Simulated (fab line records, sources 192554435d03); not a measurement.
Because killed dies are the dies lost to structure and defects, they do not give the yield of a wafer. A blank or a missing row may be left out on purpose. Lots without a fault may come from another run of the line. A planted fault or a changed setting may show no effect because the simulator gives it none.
fab line records	flow n5_finfet
[record] lots = 5	wafers = 14	last_day = 18
route steps=1938 shown MOL_CONTACT_COAG@548 BEOL_M4@1111 PASSIVATION@1936
lots that met no fault: from a run of the same line without faults
start_h: hours from the record's first day to the start of the lot's first wafer shown	wait_h: hours since the lot's step before	" repeats the value in the row above	L1.1+2: one row covering several wafers at once	- value missing, or start not given	* or withheld: withheld	< > ~ a bound
route shown NAME@n: names a module that has steps shown in the file, with the first one's number in the route	usual: average and standard deviation across the fault-free wafers	same: alike in all rows	chamber/n: place in a boat	sites: the reading at each site	_std_site: their standard deviation	_edge_site: inner sites' mean taken away from outer sites' mean	radius_mm: how far each site lies from the wafer's centre	mask NAME#n: copy n	behind: the last tool/chamber to shape the wafer	hold: why the lot was held/for how many hours/how that ended	device: transistor that didn't switch, given as n, p or np	end of line: tests run on the same wafers once the route is complete	step lacking rows: just its recipe	killed: dies that structure and defects cost at the first sort, which is not the same as the wafer's yield	map: a wafer's dies, marking killed ones x, the rest . and places with no die _
set.NAME: the run value of the setting; set.NAME@STEP: its run value at that earlier step	model.NAME: the simulator's own value behind a step, which no gauge read
lots at selected steps of the route; one table per step, one row per wafer
services: a tool's chamber out of use, with start hour (start_h, from the record's first day; less than 0 if before it), hours out, and reason
[[steps]]
[step N5_MOL_CONTACT_COAG_CO_FILL_22]
[recipe] material = Co	target_thk_a = 200	temp_c = 200	precursor = CCTBA/H2	pressure_torr = 30
[step N5_MOL_CONTACT_COAG_ANNEAL_113]
[recipe] temp_c = 400	time_s = 300	ambient = H2/N2
[step N5_MOL_CONTACT_COAG_PRE_CLEAN_142]
[recipe] gas = H2/He	time_s = 60	temp_c = 300
[usual] heater_power_w = 461/49
lot.wafer	tool	chamber	start_h	wait_h	heater_power_w
L444.2	pvd_sputter-02	-	101.35	1.5	409
L444.3	"	-	"	"	406
L444.6	"	-	"	"	512
L445.3	pvd_sputter-03	-	104.99	2.1	516
L445.5	"	-	"	"	490
L445.6	"	-	"	"	485
L450.2	pvd_sputter-03	-	136.95	1.7	469
L450.4	"	-	"	"	473
L464.1	pvd_sputter-03	-	223.22	3.0	495
L464.2	"	-	"	"	477
L464.6	"	-	"	"	445
L465.1	pvd_sputter-03	-	242.22	5.0	502
L465.2	"	-	"	"	384
L465.6	"	-	"	"	363
[step N5_MOL_CONTACT_COAG_SPUTTER_130]
[recipe] material = Co	target_thk_a = 475	temp_c = 25	chamber_pressure_pa = 0.5	power_w = 3000
[step N5_MOL_CONTACT_COAG_PRECLEAN_125]
[recipe] chemistry = DIW	time_s = 57.5	temp_c = 23
[step N5_MOL_CONTACT_COAG_SRD_126]
[recipe] dry_time_s = 32	dry = n2_spin	spin_rpm = 1500
[step N5_MOL_CONTACT_COAG_CMP_23]
[recipe] stop_on = SiO2	t_overpolish_s = 1.5	post_cmp_clean = cu_alkaline	down_force_psi = 2	platen_rpm = 50.289	pad_velocity_m_s = 1.0006	target_thk_nm = 0
[step N5_MOL_CONTACT_COAG_WET_ETCH_26]
[recipe] target = Co	target_depth_nm = 13
[step N5_MOL_CONTACT_COAG_WET_ETCH_116]
[recipe] chemistry = SC1-inhibited	target_depth_nm = 4.6	dry = ipa_marangoni	rinse_time_s = 30	rinse_temp_c = 23
[step N5_MOL_CONTACT_COAG_ALD_27]
[recipe] material = SiOC	target_thk_a = 170	temp_c = 400	ald_precursor_family = carbosiloxane	ald_co_reactant = H2-plasma	pulse_time_s = 1.5	time_s = 2720	purge_time_s = 2	co_reactant_purge_time_s = 2	ald_cycles = 340	pressure_torr = 2
[usual] heater_power_w = 891/80	precursor_pulse_height_rel = 1.002/0.022
lot.wafer	tool	chamber	start_h	wait_h	heater_power_w	precursor_pulse_height_rel
L444.2	ald_sin-01	1	102.46	0.0	843	0.984
L444.3	"	2	"	"	837	0.985
L444.6	"	1	"	"	836	1.011
L445.3	ald_sin-04	1	106.13	0.0	847	1.025
L445.5	"	0	"	"	988	0.991
L445.6	"	3	"	"	829	0.989
L450.2	ald_sin-04	3	138.17	0.0	828	0.990
L450.4	"	1	"	"	854	1.010
L464.1	ald_sin-02	0	224.37	0.0	936	0.978
L464.2	"	2	"	"	974	0.990
L464.6	"	1	"	"	972	1.011
L465.1	ald_sin-01	3	243.32	0.0	754	1.025
L465.2	"	1	"	"	865	1.044
L465.6	"	2	"	"	820	0.992
[step N5_MOL_CONTACT_COAG_CMP_28]
[recipe] stop_on = SiNx	t_overpolish_s = 0.85	post_cmp_clean = alkaline_brush	down_force_psi = 4.15	platen_rpm = 51.8	pad_velocity_m_s = 1.0307	target_thk_nm = 14.522
[usual] motor_current_A = 12.8/1.3	time_to_endpoint_s = 4.8/1.7
lot.wafer	tool	chamber	start_h	wait_h	motor_current_A	time_to_endpoint_s
L444.2	cmp-02	2	104.10	0.9	11.0	6.4
L444.3	"	3	"	"	10.2	6.5
L444.6	"	1	"	"	15.3	6.6
L445.3	cmp-03	3	107.81	0.9	14.3	3.1
L445.6	"	0	"	"	12.3	5.2
L445.5	"	1	"	"	10.2	2.0
L450.2	cmp-03	2	139.89	0.9	11.9	5.5
L450.4	"	0	"	"	12.0	10.2
L464.1	cmp-01	3	226.00	0.9	12.1	5.3
L464.2	"	0	"	"	12.4	6.0
L464.6	"	3	"	"	13.5	5.8
L465.1	cmp-01	2	244.93	0.8	14.5	4.4
L465.2	"	0	"	"	12.4	5.1
L465.6	"	1	"	"	13.1	2.5
[step N5_MOL_CONTACT_COAG_THK_MEAS_29]
[recipe] reads = SiNx_of_GATE_CUT_PECVD_57+SiNx_of_GATE_CUT_SAC_CAP_01
[usual] MD_CAP_THK = 17.92/0.072
lot.wafer	tool	chamber	start_h	wait_h	MD_CAP_THK[nm]
L444.2	film_metro-02	-	104.32	-	17.92
L444.3	"	-	"	"	17.93
L444.6	"	-	"	"	17.91
L445.3	film_metro-02	-	107.99	-	17.78
L445.5	"	-	"	"	17.92
L445.6	"	-	"	"	17.77
L450.2	film_metro-01	-	140.15	-	17.92
L450.4	"	-	"	"	17.93
L464.1	film_metro-02	-	226.29	-	18.00
L464.2	"	-	"	"	18.10
L464.6	"	-	"	"	17.98
L465.1	film_metro-02	-	245.18	-	17.88
L465.2	"	-	"	"	17.95
L465.6	"	-	"	"	17.90
[step N5_MOL_CONTACT_COAG_ALD_123]
[recipe] material = SiNx	target_thk_a = 50	temp_c = 400	ald_precursor_family = SiH2I2	ald_co_reactant = N2/H2-plasma	pulse_time_s = 1	purge_time_s = 2	co_reactant_purge_time_s = 2	ald_cycles = 100	pressure_torr = 2
[usual] heater_power_w = 910/79	precursor_pulse_height_rel = 1.004/0.021
lot.wafer	tool	chamber	start_h	wait_h	heater_power_w	precursor_pulse_height_rel
L444.2	ald_sin-01	0	104.36	0.0	888	1.000
L444.3	"	3	"	"	738	1.058
L444.6	"	0	"	"	907	1.006
L445.3	ald_sin-02	2	108.03	0.0	939	0.982
L445.5	"	2	"	"	972	0.994
L445.6	"	3	"	"	914	1.005
L450.2	ald_sin-04	2	142.13	2.0	1024	1.036
L450.4	"	3	"	"	827	1.025
L464.1	ald_sin-02	2	226.33	0.0	987	1.026
L464.2	"	3	"	"	912	0.998
L464.6	"	0	"	"	960	0.959
L465.1	ald_sin-04	0	245.22	0.0	971	0.990
L465.2	"	1	"	"	869	0.984
L465.6	"	3	"	"	857	0.991
[step N5_MOL_CONTACT_COAG_PECVD_31]
[recipe] material = SiO2	target_thk_a = 460	temp_c = 400	precursor = TEOS/O2	pressure_torr = 6.5	rf_w = withheld	teos_flow_sccm = withheld	gas = O2	flow_sccm = 2650	time_s = 8.9
[step N5_MOL_CONTACT_COAG_COAT_75]
[recipe] resist = SOC	temp_c = 250	time_s = 60	spin_rpm = 1500	resist_thk_nm = 60
[step N5_MOL_CONTACT_COAG_COAT_76]
[recipe] resist = SiARC	temp_c = 220	time_s = 60	spin_rpm = 1500	resist_thk_nm = 10
[step N5_MOL_CONTACT_COAG_COAT_77]
[recipe] resist = underlayer	temp_c = 205	time_s = 60	spin_rpm = 1500	resist_thk_nm = 10
[step N5_MOL_CONTACT_COAG_COAT_78]
[recipe] resist = CAR-EUV	spin_rpm = 1500	resist_thk_nm = 40
[step N5_MOL_CONTACT_COAG_EBR_80]
[recipe] solvent = PGMEA	ebr_width_mm = 1.5
[step N5_MOL_CONTACT_COAG_SOFTBAKE_79]
[recipe] temp_c = 110	time_s = 60	resist = CAR-EUV
[step N5_MOL_CONTACT_COAG_EXPOSE_81]
[recipe] mask_id = VG	na = 0.33	source_shape = annular	sigma_inner = 0.3	sigma_outer = 0.7	polarization = unpolarized	defocus_nm = 0	dose_mj = 59.5
[step N5_MOL_CONTACT_COAG_PEB_82]
[recipe] peb_temp_c = 100	peb_time_s = 60	resist = CAR-EUV
[step N5_MOL_CONTACT_COAG_DEVELOP_83]
[recipe] develop_time_s = 30	developer = TMAH	resist = CAR-EUV	rinse_liquid = surfactant_rinse	dry = air_spin	dev_temp_c = 23
[step N5_MOL_CONTACT_COAG_CD_MEAS_84]
[recipe] target_cd_nm = 25.1	landing_energy_ev = 500	detector = se_inlens	polarity = opening
[usual] cd_nm = 25.06/0.22
[same] landing_energy_ev = 500
lot.wafer	tool	chamber	start_h	wait_h	cd_nm
L444.2	cd_sem-01	0	105.32	-	24.86
L444.3	"	0	"	"	25.27
L444.6	"	0	"	"	25.03
L445.3	cd_sem-01	0	108.87	-	25.39
L445.5	"	0	"	"	25.34
L445.6	"	0	"	"	24.90
L450.2	cd_sem-02	0	143.12	-	24.84
L450.4	"	0	"	"	25.01
L464.1	cd_sem-03	0	227.33	-	25.04
L464.2	"	0	"	"	25.11
L464.6	"	0	"	"	25.06
L465.1	cd_sem-03	0	246.06	-	24.83
L465.2	"	0	"	"	25.08
L465.6	"	0	"	"	25.16
[step N5_MOL_CONTACT_COAG_OVL_MEAS_85]
[recipe] points_per_wafer = 522
[usual] VG_OVL = 0.5/0.65
lot.wafer	tool	chamber	start_h	wait_h	VG_OVL[nm]
L444.2	overlay-02	0	105.36	0.0	1.0
L444.3	"	0	"	"	0.4
L444.6	"	0	"	"	0.1
L445.3	overlay-02	0	108.91	0.0	2.6
L445.5	"	0	"	"	1.6
L445.6	"	0	"	"	0.9
L450.2	overlay-01	0	143.16	0.0	2.0
L450.4	"	0	"	"	0.9
L464.1	overlay-01	0	227.36	0.0	0.8
L464.2	"	0	"	"	0.3
L464.6	"	0	"	"	0.4
L465.1	overlay-01	0	246.09	0.0	0.9
L465.2	"	0	"	"	1.1
L465.6	"	0	"	"	0.2
[step N5_MOL_CONTACT_COAG_INSPECT_57]
[recipe] mode = adi	inspect_instrument = brightfield
[usual] raw_defect_count = 191/49
lot.wafer	tool	chamber	start_h	wait_h	raw_defect_count
L444.2	defect_inspect-02	-	105.41	0.0	214
L444.3	"	-	"	"	251
L444.6	"	-	"	"	209
L445.3	defect_inspect-01	-	108.96	0.0	250
L445.5	"	-	"	"	231
L445.6	"	-	"	"	229
L450.2	defect_inspect-02	-	143.22	0.1	172
L450.4	"	-	"	"	181
L464.1	defect_inspect-02	-	227.42	0.1	104
L464.2	"	-	"	"	112
L464.6	"	-	"	"	127
L465.1	defect_inspect-01	-	246.15	0.1	337
L465.2	"	-	"	"	174
L465.6	"	-	"	"	238
[step N5_MOL_CONTACT_COAG_DESCUM_88]
[recipe] chemistry = O2	time_s = 7	source_power_w = 50	bias_power_w = 20	pressure_mtorr = 20	rf_frequency_hz = 2.712e+07	temp_c = 40	resist = CAR-EUV	o2_flow_sccm = 225
[step N5_MOL_CONTACT_COAG_ETCH_89]
[recipe] chemistry = N2/H2	target = underlayer	target_depth_a = 130	mask_material = CAR-EUV	time_s = 10.4	ion_energy_ev = 200	pressure_mtorr = 30	source_w = 840	bias_w = 150	n2_flow_sccm = 200	h2_flow_sccm = 200	ends = cleared
[step N5_MOL_CONTACT_COAG_ETCH_90]
[recipe] chemistry = CF4	target = SiARC	target_depth_a = 130	mask_material = CAR-EUV	time_s = 21.7	ion_energy_ev = 80	pressure_mtorr = 40	source_w = 545	bias_w = 36	Ar_flow_sccm = 100	cf4_flow_sccm = 100	ends = cleared
[step N5_MOL_CONTACT_COAG_ALD_131]
[recipe] material = SiO2	target_thk_a = 50	temp_c = 100	ald_precursor_family = BDEAS	ald_co_reactant = O2-plasma	pulse_time_s = 1	co_reactant_pulse_time_s = 1	purge_time_s = 2	co_reactant_purge_time_s = 2	ald_cycles = 35	pressure_torr = 2
[step N5_MOL_CONTACT_COAG_ETCHBACK_132]
[recipe] chemistry = CHF3	target = SiO2	target_depth_a = 100	time_s = 6.7	ion_energy_ev = 200	pressure_mtorr = 30	source_w = 610	bias_w = 170	Ar_flow_sccm = 200	CHF3_flow_sccm = 50
[usual] drypump_motor_current_A = 5.8/0.36	oes_product_au = 0.80/0.095	rf_vpp_V = 523/4.7	showerhead_plenum_p_Torr = 2.34/0.056	throttle_valve_pct = 18.76/0.24
lot.wafer	tool	chamber	start_h	wait_h	drypump_motor_current_A	oes_product_au	rf_hours_counter_h	rf_vpp_V	showerhead_plenum_p_Torr	throttle_valve_pct
L444.2	rie_diel-02	1	105.76	0.1	5.0	0.74	160	520	2.29	18.69
L444.3	"	0	"	"	5.9	0.71	186	520	2.27	18.83
L444.6	"	3	"	"	6.1	0.73	-	520	2.28	19.24
L445.3	rie_diel-02	0	109.41	0.2	5.9	0.72	187	519	2.27	18.81
L445.5	"	3	"	"	6.1	0.73	-	519	2.28	19.22
L445.6	"	0	"	"	5.9	0.72	-	519	2.27	18.83
L450.2	rie_diel-05	3	143.82	0.1	5.8	0.72	206	517	2.36	18.81
L450.4	"	0	"	"	5.6	0.87	51	521	2.32	18.52
L464.1	rie_diel-05	1	228.17	0.1	5.1	0.91	38	527	2.33	18.53
L464.2	"	3	"	"	5.7	0.70	237	518	2.35	18.85
L464.6	"	1	"	"	5.1	0.90	-	526	2.33	18.52
L465.1	rie_diel-06	1	246.50	0.1	6.0	0.72	192	529	2.36	18.94
L465.2	"	2	"	"	5.9	0.91	35	520	2.33	18.32
L465.6	"	0	"	"	5.8	0.89	-	529	2.32	18.60
[step N5_MOL_CONTACT_COAG_ETCH_91]
[recipe] chemistry = N2/H2	target = SOC	target_depth_a = 600	overetch_a = 210	mask_material = SiARC	temp_c = 40	time_s = 101.2	ion_energy_ev = 200	pressure_mtorr = 30	source_w = 840	bias_w = 150	n2_flow_sccm = 200	h2_flow_sccm = 200
[step N5_MOL_CONTACT_COAG_STRIP_92]
[recipe] chemistry = N2/H2	temp_c = 40	n2_flow_sccm = 200	h2_flow_sccm = 200	rf_frequency_hz = 6e+07
[step N5_MOL_CONTACT_COAG_STRIP_93]
[recipe] chemistry = N2/H2	temp_c = 40	n2_flow_sccm = 200	h2_flow_sccm = 200	rf_frequency_hz = 6e+07
[step N5_MOL_CONTACT_COAG_ETCHBACK_135]
[recipe] chemistry = CHF3	target = SiO2	target_depth_a = 250	time_s = 16.7	ion_energy_ev = 200	pressure_mtorr = 30	source_w = 610	bias_w = 170	Ar_flow_sccm = 200	CHF3_flow_sccm = 50
[usual] drypump_motor_current_A = 5.8/0.36	oes_product_au = 0.80/0.095	rf_vpp_V = 523/4.8	showerhead_plenum_p_Torr = 2.34/0.056	throttle_valve_pct = 18.76/0.25
lot.wafer	tool	chamber	start_h	wait_h	drypump_motor_current_A	oes_product_au	rf_hours_counter_h	rf_vpp_V	showerhead_plenum_p_Torr	throttle_valve_pct
L444.2	rie_diel-02	1	105.88	0.0	5.0	0.74	160	520	2.29	18.70
L444.3	"	0	"	"	5.9	0.72	186	519	2.27	18.81
L444.6	"	3	"	"	6.1	0.73	-	520	2.28	19.23
L445.3	rie_diel-02	0	109.54	0.0	5.9	0.72	188	521	2.27	18.83
L445.5	"	3	"	"	6.1	0.73	-	520	2.28	19.23
L445.6	"	0	"	"	5.9	0.72	-	518	2.27	18.82
L450.2	rie_diel-05	3	143.94	0.0	5.8	0.73	206	516	2.36	18.80
L450.4	"	0	"	"	5.6	0.86	51	521	2.32	18.52
L464.1	rie_diel-05	1	228.29	0.0	5.1	0.91	38	525	2.33	18.50
L464.2	"	3	"	"	5.8	0.70	237	516	2.35	18.84
L464.6	"	1	"	"	5.1	0.90	-	525	2.33	18.53
L465.1	rie_diel-06	1	246.63	0.0	6.0	0.72	193	527	2.36	18.94
L465.2	"	2	"	"	5.9	0.91	35	521	2.33	18.34
L465.6	"	0	"	"	5.8	0.89	-	527	2.32	18.60
[step N5_MOL_CONTACT_COAG_STRIP_118]
[recipe] chemistry = CHF3	resist = SiARC	rf_frequency_hz = 6e+07
[step N5_MOL_CONTACT_COAG_VIA_ETCH_46]
[recipe] chemistry = C4F6/O2	target_depth_a = 460	overetch_a = 92	mask_material = SOC	target = SiO2	bias_w = 455	pressure_mtorr = 10	time_s = 40	source_w = 325	Ar_flow_sccm = 300	C4F6_flow_sccm = 10	O2_flow_sccm = 10	ion_energy_ev = 575.3	ends = end_point
[step N5_MOL_CONTACT_COAG_STRIP_96]
[recipe] chemistry = N2/H2	power_w = 500	temp_c = 40	pressure_mtorr = 50	rf_frequency_hz = 6e+07	overash_fraction = 0.3	bias_power_w = 28	h2_frac = 0.5	n2_flow_sccm = 300	h2_flow_sccm = 300
[step N5_MOL_CONTACT_COAG_ETCH_47]
[recipe] chemistry = CH3F/O2	target = SiNx	target_depth_a = 270	mask_material = SiO2	stop_on = W	over_etch_frac = 0.2	ion_energy_ev = 120	endpoint = OES-CN	pressure_mtorr = 30	source_w = 395	bias_w = 73	Ar_flow_sccm = 150	CH3F_flow_sccm = 30	O2_flow_sccm = 20	ends = end_point
[usual] drypump_motor_current_A = 5.8/0.36	etch_rf_on_time_s = 31.3/0.49	oes_product_au = 0.71/0.085	rf_vpp_V = 297.0/2.9	showerhead_plenum_p_Torr = 1.97/0.048	throttle_valve_pct = 16.39/0.25
lot.wafer	tool	chamber	start_h	wait_h	drypump_motor_current_A	etch_rf_on_time_s	oes_product_au	rf_hours_counter_h	rf_vpp_V	showerhead_plenum_p_Torr	throttle_valve_pct	model.etch.depth_nm
L444.2	rie_diel-02	1	106.02	0.0	5.0	31.7	0.67	160	295.7	1.92	16.34	17.93
L444.3	"	0	"	"	5.9	32.1	0.65	186	294.2	1.90	16.48	17.86
L444.6	"	3	"	"	6.1	31.2	0.65	-	295.5	1.91	16.83	17.92
L445.3	rie_diel-02	0	109.68	0.0	5.9	32.3	0.64	188	297.6	1.90	16.47	17.8
L445.5	"	3	"	"	6.1	31.3	0.65	-	294.4	1.91	16.84	17.94
L445.6	"	0	"	"	5.9	32.0	0.65	-	295.4	1.90	16.48	17.81
L450.2	rie_diel-05	3	144.08	0.0	5.8	31.2	0.64	206	294.4	1.98	16.44	17.91
L450.4	"	0	"	"	5.6	31.0	0.77	51	296.4	1.94	16.14	17.9
L464.1	rie_diel-05	1	228.43	0.0	5.1	31.6	0.80	39	297.7	1.96	16.11	17.98
L464.2	"	3	"	"	5.7	31.3	0.63	237	292.2	1.97	16.47	18.1
L464.6	"	1	"	"	5.1	31.1	0.82	-	299.7	1.96	16.14	17.96
L465.1	rie_diel-06	1	246.77	0.0	6.0	31.2	0.65	193	299.6	1.98	16.57	17.93
L465.2	"	2	"	"	5.9	30.8	0.81	35	295.7	1.96	15.94	17.9
L465.6	"	0	"	"	5.7	30.7	0.80	-	301.2	1.95	16.23	17.92
[step N5_MOL_CONTACT_COAG_STRIP_119]
[recipe] chemistry = N2/H2	time_s = 30	power_w = 1000	temp_c = 250	pressure_mtorr = withheld	n2_flow_sccm = 1750	h2_flow_sccm = 3250
[step N5_BEOL_M4_RC_MEAS_101]
[usual] DIBL_N = 36.4/1.3	DIBL_P = 36.5/1.7	IOFF_N = 0.154/0.022	IOFF_P = 0.202/0.025	ION_N = 671/9.8	ION_P = 460/6.8	SS_N = 71.6/0.54	SS_P = 73.4/0.58	VT_N = 250.9/2.8	VT_P = -251.4/2.7
lot.wafer	tool	chamber	start_h	wait_h	DIBL_N[mV/V]	DIBL_P[mV/V]	IOFF_N[nA/um]	IOFF_P[nA/um]	ION_N[uA/um]	ION_P[uA/um]	SS_N[mV/dec]	SS_P[mV/dec]	VT_N[mV]	VT_P[mV]
L444.2	prober-02	0	172.60	0.2	36.5	35.3	0.150	0.178	675	458	71.1	73.0	250.9	-253.4
L444.3	"	0	"	"	36.8	35.4	0.157	0.186	673	457	71.5	73.1	250.9	-253.5
L444.6	"	0	"	"	35.9	35.0	0.145	0.176	675	455	72.2	73.3	251.1	-253.7
L445.3	prober-02	0	175.91	0.3	38.6	38.6	0.195	0.227	683	461	72.3	74.1	248.4	-252.8
L445.5	"	0	"	"	36.7	36.6	0.159	0.193	674	454	71.5	73.1	252.6	-253.6
L445.6	"	0	"	"	35.7	35.6	0.140	0.183	666	453	71.4	73.6	252.6	-255.7
L450.2	prober-02	0	220.21	0.2	35.4	34.7	0.159	0.178	672	452	71.6	72.9	248.4	-255.8
L450.4	"	0	"	"	33.8	32.9	0.127	0.165	652	446	70.9	73.0	254.4	-255.9
L464.1	prober-02	0	287.30	0.0	36.3	38.6	0.164	0.216	668	460	72.2	73.7	250.2	-250.6
L464.2	"	0	"	"	36.8	39.9	0.183	0.232	689	467	72.2	74.2	248.2	-252.3
L464.6	"	0	"	"	37.6	40.3	0.190	0.243	678	461	71.9	74.7	247.6	-248.9
L465.1	prober-01	0	310.67	0.0	33.7	33.9	0.121	0.185	672	463	70.7	72.6	252.3	-248.9
L465.2	"	0	"	"	34.9	35.8	0.146	0.217	684	471	71.2	73.6	250.0	-247.5
L465.6	"	0	"	"	34.2	34.5	0.128	0.194	663	464	70.9	72.4	251.7	-248.6
[step N5_PASSIVATION_PROBE_49]
[usual] defect_limited_yield = 91.1/1.3	killed_at_M0_to_M3 = 34/10	killed_at_M4_up = 14/5.7	killed_at_contacts = 12/5.9	killed_at_front_end = 41/12	killed_at_other = 4/3.1	killed_dies = 105/15	killed_open = 69/11	killed_short = 35/7.8	sort_bin_5_function = 5.3/0.81	sort_bin_6_memory = 3.3/0.75	sort_n_pass = 1075/15	sort_yield_pct = 91.1/1.3
[same] gross_dies = 1180	killed_at_back_side = 0	sort_bin_4_leakage[%] = 0	sort_bin_8_speed[%] = 0
lot.wafer	tool	chamber	start_h	wait_h	defect_limited_yield[%]	killed_at_M0_to_M3	killed_at_M4_up	killed_at_contacts	killed_at_front_end	killed_at_other	killed_dies	killed_open	killed_short	sort_bin_5_function[%]	sort_bin_6_memory[%]	sort_n_pass	sort_yield_pct[%]
L444.2	prober-01	-	272.53	0.1	93.6	35	6	8	25	1	75	56	18	3.5	2.8	1105	93.6
L444.3	prober-01	-	272.58	0.1	89.9	38	12	16	53	0	119	65	48	5.4	3.9	1061	89.9
L444.6	prober-01	-	272.73	0.3	93.6	25	19	3	27	1	75	46	28	3.8	2.4	1105	93.6
L445.3	prober-02	-	275.56	0.1	93.5	14	15	8	38	2	77	59	17	3.4	3.0	1103	93.5
L445.5	prober-02	-	275.66	0.2	91.9	25	18	15	34	3	95	66	29	5.3	2.5	1085	91.9
L445.6	prober-02	-	275.71	0.3	91.4	40	11	7	43	0	101	65	33	5.4	2.7	1079	91.4
L450.4	prober-01	-	336.65	0.2	90.0	38	14	11	55	0	118	68	50	5.9	3.7	1062	90.0
// killed by level:class
L444.2 BEOL_M1:geometric_particle:open=10 MOL_CONTACT_COAG:geometric_particle:open=8 BEOL_M0_SAQP:geometric_particle:open=8 STI_FIN_REVEAL:geometric_particle:open=7 GATE_CUT:geometric_particle:short=6 BEOL_M0:geometric_particle:open=6 FIN_SAQP:geometric_particle:open=5 BEOL_M0_SAQP:geometric_particle:short=5
L444.3 BEOL_M0_SAQP:geometric_particle:short=12 MOL_CONTACT_COAG:geometric_particle:open=11 GATE_CUT:geometric_particle:short=10 BEOL_M0_SAQP:geometric_particle:open=9 BEOL_M1:geometric_particle:open=9 STI_FIN_REVEAL:geometric_particle:open=7 BEOL_M4:geometric_particle:open=7 FIN_SAQP:geometric_particle:open=6
L444.6 BEOL_M4:geometric_particle:open=11 BEOL_M0_SAQP:geometric_particle:short=10 BEOL_M0_SAQP:geometric_particle:open=9 BEOL_M4:geometric_particle:short=6 FIN_SAQP:geometric_particle:open=5 GATE_CUT:geometric_particle:short=4 FIN_SAQP:geometric_particle:short=3 STI_FIN_REVEAL:geometric_particle:open=3
L445.3 STI_FIN_REVEAL:geometric_particle:open=10 BEOL_M4:geometric_particle:open=9 FIN_SAQP:geometric_particle:open=8 MOL_CONTACT_COAG:geometric_particle:open=8 FIN_SAQP:geometric_particle:short=7 BEOL_M2:geometric_particle:open=4 DUMMY_GATE:geometric_particle:open=3 BEOL_M3:geometric_particle:open=3
L445.5 MOL_CONTACT_COAG:geometric_particle:open=11 STI_FIN_REVEAL:geometric_particle:open=9 BEOL_M1:geometric_particle:open=9 BEOL_M4:geometric_particle:open=8 FIN_SAQP:geometric_particle:short=6 GATE_CUT:geometric_particle:open=5 BEOL_M0_SAQP:geometric_particle:short=5 MOL_CONTACT_COAG:geometric_particle:short=4
L445.6 STI_FIN_REVEAL:geometric_particle:open=16 BEOL_M0_SAQP:geometric_particle:short=9 BEOL_M3:geometric_particle:open=7 STI_FIN_REVEAL:geometric_particle:short=7 BEOL_M1:geometric_particle:open=7 BEOL_M2:geometric_particle:open=7 FIN_SAQP:geometric_particle:open=5 MOL_CONTACT_COAG:geometric_particle:open=5
L450.4 FIN_SAQP:geometric_particle:short=18 STI_FIN_REVEAL:geometric_particle:open=10 FIN_SAQP:geometric_particle:open=9 DUMMY_GATE:geometric_particle:open=7 MOL_CONTACT_COAG:geometric_particle:open=7 BEOL_M2:geometric_particle:open=7 BEOL_M4:geometric_particle:open=7 BEOL_M0_SAQP:geometric_particle:short=6
[[services]]
tool	chamber	start_h	hours	kind
ald_sin-01	-	85.25	14.0	pm
rie_diel-02	2	90.82	4.3	repair
cmp-01	-	103.32	4.2	pm
rie_diel-05	3	117.14	1.4	repair
pvd_sputter-03	-	119.61	1.0	repair
ald_sin-01	0	123.97	5.6	repair
cmp-03	-	124.34	7.2	pm
cmp-02	-	134.51	5.8	pm
cmp-01	-	138.85	1.5	repair
ald_sin-01	0	139.14	13.4	repair
cmp-02	-	141.38	4.0	pm
rie_diel-05	0	158.30	8.1	repair
cmp-01	-	159.35	8.3	repair
rie_diel-02	2	180.54	3.9	repair
rie_diel-05	3	185.11	4.9	repair
cmp-01	-	189.30	1.0	repair
rie_diel-06	2	209.85	1.5	repair
cmp-03	-	211.96	4.0	pm
ald_sin-02	-	229.82	0.6	repair
ald_sin-04	2	236.79	53.0	repair
cmp-03	-	239.57	5.5	pm
rie_diel-02	-	243.77	0.4	repair
cmp-01	-	245.32	0.2	repair
rie_diel-05	0	246.43	14.1	repair
[[key]]
[first_sign] step = N5_MOL_CONTACT_COAG_CMP_28	reading = time_to_endpoint_s	direction = up	sigmas = 3.3	usual = *	struck = *
effect none on later readings
[model_effect] step = N5_MOL_CONTACT_COAG_ETCH_47	value = etch.depth_nm	without = 17.77	struck = 17.9
met_at N5_MOL_CONTACT_COAG_CMP_28
struck_wafers L450.4
onset_between 107.81 139.89
[fault] kind = process_parameter_drift	tool = cmp-03	chamber = -	onset_h = 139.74	steps = N5_MOL_CONTACT_COAG_CMP_28	channel = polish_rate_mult	offset = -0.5	shape = step	end_h = 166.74	scope = struck_wafers_only
